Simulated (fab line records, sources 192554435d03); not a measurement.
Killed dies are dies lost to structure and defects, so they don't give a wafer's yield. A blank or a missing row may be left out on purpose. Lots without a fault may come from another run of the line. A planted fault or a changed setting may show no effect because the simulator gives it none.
Which tool did it? -- flow n5_finfet -- 10 lots, 29 wafers sampled, at 4 steps of a route of 1938

## WHAT THE GAUGES SHOWED, per wafer
N5_BEOL_M10_THK_MEAS_01.
lot,measured,on,M10_ILD_THK (nm)
L984,day 11 00:17,film_metro-01,268 265 267
L985,day 11 11:07,film_metro-01,268 268 273
L986,day 11 18:46,film_metro-02,261 265 268
L987,day 12 04:29,film_metro-01,257 264 271
L990,day 12 11:06,film_metro-01,269 271 272
L993,day 13 21:25,film_metro-01,269 268 271
L996,day 13 20:50,film_metro-01,266 268 272
L995,day 14 05:38,film_metro-02,140 270 137
L997,day 14 11:00,film_metro-02,264 260 268
L999,day 14 15:40,film_metro-01,132 139

## WHICH TOOL RAN EACH LOT (tool, then ch and the chambers of the sampled wafers, then the start)
lot,N5_BEOL_M9_SURFACE_TREAT_79,N5_BEOL_M9_ANNEAL_51,N5_BEOL_M10_ILD_DEP_00
L984,"pvd_sputter-02, day 10 22:15","rtp_anneal-01 ch 0, day 10 23:01","pecvd-02 ch 0,1,2, day 10 23:44"
L985,"pvd_sputter-02, day 11 09:01","rtp_anneal-01 ch 0, day 11 09:44","pecvd-03 ch 1,2, day 11 10:31"
L986,"pvd_sputter-02, day 11 16:52","rtp_anneal-02 ch 0, day 11 17:25","pecvd-02 ch 0,1,2, day 11 18:10"
L987,"pvd_sputter-02, day 12 00:54","rtp_anneal-02 ch 0, day 12 03:09","pecvd-02 ch 0,1,2, day 12 03:53"
L990,"pvd_sputter-02, day 12 09:06","rtp_anneal-01 ch 0, day 12 09:46","pecvd-03 ch 0,1,2, day 12 10:31"
L993,"pvd_sputter-02, day 13 19:26","rtp_anneal-02 ch 0, day 13 20:07","pecvd-04 ch 0,1,2, day 13 20:51"
L996,"pvd_sputter-01, day 13 19:02","rtp_anneal-01 ch 0, day 13 19:32","pecvd-03 ch 0,1,2, day 13 20:14"
L995,"pvd_sputter-02, day 14 02:58","rtp_anneal-02 ch 0, day 14 04:17","pecvd-03 ch 0,2, day 14 05:02"
L997,"pvd_sputter-03, day 14 08:49","rtp_anneal-01 ch 0, day 14 09:39","pecvd-02 ch 0,1, day 14 10:25"
L999,"pvd_sputter-02, day 14 13:44","rtp_anneal-02 ch 0, day 14 14:20","pecvd-03 ch 0,1, day 14 15:04"
- N5_BEOL_M9_SURFACE_TREAT_79
- N5_BEOL_M9_ANNEAL_51: time 90 s.
- N5_BEOL_M10_ILD_DEP_00: deposits SiCOH lowk from DEMS/porogen, target thk 308.51 nm, time 58 s.

## THE ANSWER, worked out from the rows above alone
Rule: the lots themselves supply what counts as usual. The widest of any qualifying gaps counts: lots, ordered by their means at a reading, are off when they make up no more than a third of the lots, leave a main group of 4 or more, and stand apart from it by 3 or more times the standard deviation of that group's means. A main group is skipped when, at the precision printed for the reading in the tables above, its means are all equal. A lot without any number at a reading at which 4 lots or more have one is off too. Any other lot the step has rows for is counted as sound.
Off: L995, L999, seen at N5_BEOL_M10_THK_MEAS_01 (M10_ILD_THK). For the main group the mean is 267 nm and the standard deviation 2.5.
A tool fits if, at a process step before that reading, it ran every lot that is off, and no sound lot after the first of them. Those tools and the gauges at N5_BEOL_M10_THK_MEAS_01 are tried in the same way. Can't be told from this: 3 tools fit, pvd_sputter-02 at N5_BEOL_M9_SURFACE_TREAT_79, rtp_anneal-02 at N5_BEOL_M9_ANNEAL_51, pecvd-03 at N5_BEOL_M10_ILD_DEP_00.

## WHAT HAD BEEN PUT IN BY THE SIMULATOR
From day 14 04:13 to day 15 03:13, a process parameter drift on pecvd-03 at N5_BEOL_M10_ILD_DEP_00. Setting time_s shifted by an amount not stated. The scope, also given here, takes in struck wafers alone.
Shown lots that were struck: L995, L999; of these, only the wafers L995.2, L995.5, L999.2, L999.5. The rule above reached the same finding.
